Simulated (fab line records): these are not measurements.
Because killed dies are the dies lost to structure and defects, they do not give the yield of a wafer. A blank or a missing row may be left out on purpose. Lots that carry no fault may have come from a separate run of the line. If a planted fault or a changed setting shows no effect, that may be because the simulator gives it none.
Struck lot and sound lot, side by side | flow n5-finfet | 37 steps out of a route of 1938
Sound: these wafers, L500.1, L500.2, L500.4. The struck wafers were L494.1, L494.4, L494.6. The cause is named last.
Each step with rows lists, per side, the tool, then ch with its chambers, then its first start. Under that, the readings that differ: sound wafers | struck wafers | difference of the means | sigmas: that difference in standard deviations of wafers without a fault.
alike: same words and numbers on both sides, and readings whose means sit less than 2 such deviations apart. not compared: any withheld reading, any reading some wafer has no value for, any bound like >300 that may hide the same value, and any number with overlapping values for which the record gives no deviation.
Wherever a step has rows on one side only, a row that says differs or no value, or a row with sigmas, the two part there. Numbers that have no deviation but don't overlap get no sigmas and don't part them. A reading missing from all wafers of one side parts the sides only when that side holds two or more wafers.

first, 9 steps without rows for these wafers: N5_WELL_APT_COAT_19 (resist thk 950 nm); N5_WELL_APT_EBR_21; N5_WELL_APT_SOFTBAKE_20 (time 60 s); N5_WELL_APT_EXPOSE_22 (exposes mask PWELL, defocus 0 nm, target cd 200 nm); N5_WELL_APT_PEB_23 (peb time 90 s); N5_WELL_APT_DEVELOP_24 (develop time 45 s); N5_WELL_APT_HARDBAKE_29 (time 120 s); N5_WELL_APT_DESCUM_30 (chemistry O2, time 7.9 s); N5_WELL_APT_IMPLANT_31.
N5_WELL_APT_IMPLANT_32:
  sound on implanter-01 ch 0, day 5 21:22; struck on implanter-02 ch 0, day 4 09:35
  reading            | sound                            | struck                          | difference  | sigmas
  dose-ions-cm2      | 2.0022e+13 1.9991e+13 1.9991e+13 | 2.5688e+13 2.5709e+13 2.575e+13 | +5.7143e+12 | +99 or more
  faraday-current-uA | 255 257 254                      | 330 332 331                     | +76         | +15
then, 25 steps without rows for these wafers: N5_WELL_APT_STRIP_33 (strips in SPM, time 900 s); N5_WELL_APT_RTA_34 (time 10 s); N5_WELL_APT_OXIDE_STRIP_42 (strips SiO2 in dHF, time 45 s, target depth 12 nm); N5_WELL_APT_PRECLEAN_36 (cleans in O3/DIW, time 45 s); N5_WELL_APT_PRECLEAN_39 (cleans in dHF, time 60 s); N5_WELL_APT_SRD_37 (time 30 s); N5_WELL_APT_EPI_41 (deposits Si from SiH4/H2, target thk 50 nm, time 297.7 s); N5_PMOS_HMC_CHANNEL_EPI_HM_DEP_34 (deposits SiO2 from TEOS/O2, target thk 36 nm, time 6.9 s); N5_PMOS_HMC_CHANNEL_EPI_COAT_31 (time 60 s, resist thk 66 nm); N5_PMOS_HMC_CHANNEL_EPI_COAT_03 (resist thk 205 nm); N5_PMOS_HMC_CHANNEL_EPI_EBR_05; N5_PMOS_HMC_CHANNEL_EPI_SOFTBAKE_04 (time 60 s); N5_PMOS_HMC_CHANNEL_EPI_EXPOSE_06 (exposes mask PMOS HMC BLK, target cd 240 nm); N5_PMOS_HMC_CHANNEL_EPI_PEB_07 (peb time 60 s); N5_PMOS_HMC_CHANNEL_EPI_DEVELOP_08 (develop time 30 s); N5_PMOS_HMC_CHANNEL_EPI_DESCUM_14 (chemistry O2, time 7.9 s); N5_PMOS_HMC_CHANNEL_EPI_ETCH_32 (etches BARC in N2/H2, stops on SiO2, target depth 85.8 nm, time 50.3 s); N5_PMOS_HMC_CHANNEL_EPI_HM_OPEN_15 (chemistry CHF3/O2, target SiO2, target depth 40.6 nm, time 20.3 s); N5_PMOS_HMC_CHANNEL_EPI_STRIP_33 (strips in N2/H2); N5_PMOS_HMC_CHANNEL_EPI_STRIP_17 (strips in SPM, time 750 s); N5_PMOS_HMC_CHANNEL_EPI_ETCH_38 (etches SiO2 in CF4, target depth 1.5 nm); N5_PMOS_HMC_CHANNEL_EPI_FIN_RECESS_16 (chemistry HBr/Cl2, target Si, target depth 54 nm, time 18 s); N5_PMOS_HMC_CHANNEL_EPI_PRECLEAN_36 (cleans in O3/DIW, time 45 s); N5_PMOS_HMC_CHANNEL_EPI_PRECLEAN_18 (cleans in DHF, time 30 s); N5_PMOS_HMC_CHANNEL_EPI_SRD_19 (time 30 s).
-- here the record skips 6 days between the struck wafers' starts before and after, leaving off in module PMOS_HMC_CHANNEL_EPI and picking up in module BEOL_M4 (first step shown: number 1111 of the route) --
N5_BEOL_M4_RC_MEAS_101:
  sound on prober-02 ch 0, day 12 15:53; struck on prober-01 ch 0, day 10 11:14
  reading | sound          | struck         | difference | sigmas
  CJ_N    | 4.35 4.26 4.36 | 4.93 5.10 5.02 | +0.69      | +8
  alike: DIBL_N, DIBL_P, IOFF_N, IOFF_P, ION_N, ION_P, SS_N, SS_P, VT_N, VT_P
-- record jumps: 4 days separate the struck wafers' starts on either side; left off in module BEOL_M4, taken up again in module PASSIVATION, whose first shown step is the route's number 1936 --
N5_PASSIVATION_PROBE_49:
  the record has rows for the struck wafers here (prober-01, day 14 23:10) and none for the sound ones

## WHERE THEY PART
First at N5_WELL_APT_IMPLANT_32; last, within this record, at N5_PASSIVATION_PROBE_49.

WHY: whatever the simulator had introduced
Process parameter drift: implanter-02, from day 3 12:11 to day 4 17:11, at N5_WELL_APT_IMPLANT_32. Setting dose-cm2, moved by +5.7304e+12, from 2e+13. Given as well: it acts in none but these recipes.
